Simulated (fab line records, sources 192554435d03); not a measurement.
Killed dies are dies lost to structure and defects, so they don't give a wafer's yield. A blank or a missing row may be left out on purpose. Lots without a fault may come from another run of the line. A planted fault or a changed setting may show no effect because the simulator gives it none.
Chamber matching | flow n5_finfet | N5_BEOL_M0_SAQP_STRIP_75 on rie_diel-06: 4 sister chambers
The step strips in CF4. 16 wafers are shown with their chamber, then 7 later ones without.

WAFERS WITH THEIR CHAMBER
wafer  | chamber | showerhead_plenum_p_Torr (Torr) | drypump_motor_current_A (A) | throttle_valve_pct (%)
L075.1 | 3       | 1.75                            | 5.9                         | 13.21
L075.3 | 2       | 1.77                            | 5.7                         | 13.42
L075.6 | 3       | 1.75                            | 5.9                         | 13.21
L077.1 | 2       | 1.77                            | 5.6                         | 13.45
L077.2 | 3       | 1.75                            | 5.9                         | 13.22
L077.5 | 3       | 1.75                            | 5.9                         | 13.23
L078.1 | 2       | 1.77                            | 5.6                         | 13.44
L078.3 | 2       | 1.77                            | 5.6                         | 13.45
L078.5 | 2       | 1.77                            | 5.6                         | 13.45
L079.2 | 3       | 1.75                            | 5.9                         | 13.23
L079.4 | 0       | 1.76                            | 5.8                         | 13.17
L079.5 | 0       | 1.76                            | 5.8                         | 13.18
L080.1 | 1       | 1.89                            | 6.7                         | 13.41
L080.4 | 3       | 1.75                            | 5.9                         | 13.23
L080.6 | 1       | 1.89                            | 6.6                         | 13.42
L085.2 | 1       | 1.88                            | 6.6                         | 13.45

SIGNATURES (means of the wafers above)
reading                  | chamber 0 | chamber 1 | chamber 2 | chamber 3 | scatter within a chamber
showerhead_plenum_p_Torr | 1.7600    | 1.8867    | 1.7700    | 1.7500    | 0.00236
drypump_motor_current_A  | 5.800     | 6.633     | 5.620     | 5.900     | 0.035
throttle_valve_pct       | 13.1750   | 13.4267   | 13.4420   | 13.2217   | 0.0132
Rule: a wafer's distance from a chamber is the root of the sum, over the readings, of the square of ((its reading less the chamber's mean) divided by the reading's scatter). The wafer belongs to the nearest chamber; if the next one is less than 2 further off, it can't be placed. The scatter: the root of (the sum of the squares of (reading less its chamber's mean) over the shown wafers, divided by (wafers less chambers)).

WAFERS WITHOUT THEIR CHAMBER
wafer  | showerhead_plenum_p_Torr (Torr) | drypump_motor_current_A (A) | throttle_valve_pct (%)
L085.4 | 1.77                            | 5.6                         | 13.46
L091.1 | 1.76                            | 5.8                         | 13.24
L091.2 | 1.77                            | 5.7                         | 13.48
L091.6 | 1.76                            | 5.8                         | 13.24
L095.1 | 1.88                            | 6.7                         | 13.49
L095.4 | 1.75                            | 5.8                         | 13.27
L095.5 | 1.74                            | 5.9                         | 13.30

WHICH CHAMBER EACH WENT THROUGH
wafer  | from the rows above     | in truth
L085.4 | 2                       | 2
L091.1 | can't be placed: 0 or 3 | 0
L091.2 | 2                       | 2
L091.6 | can't be placed: 0 or 3 | 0
L095.1 | 1                       | 1
L095.4 | 3                       | 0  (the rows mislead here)
L095.5 | 3                       | 3
Placed correctly: 4 of 7. Can't be placed from these rows: 2 (the true chamber is among the candidates in 2). Placed wrongly: 1.
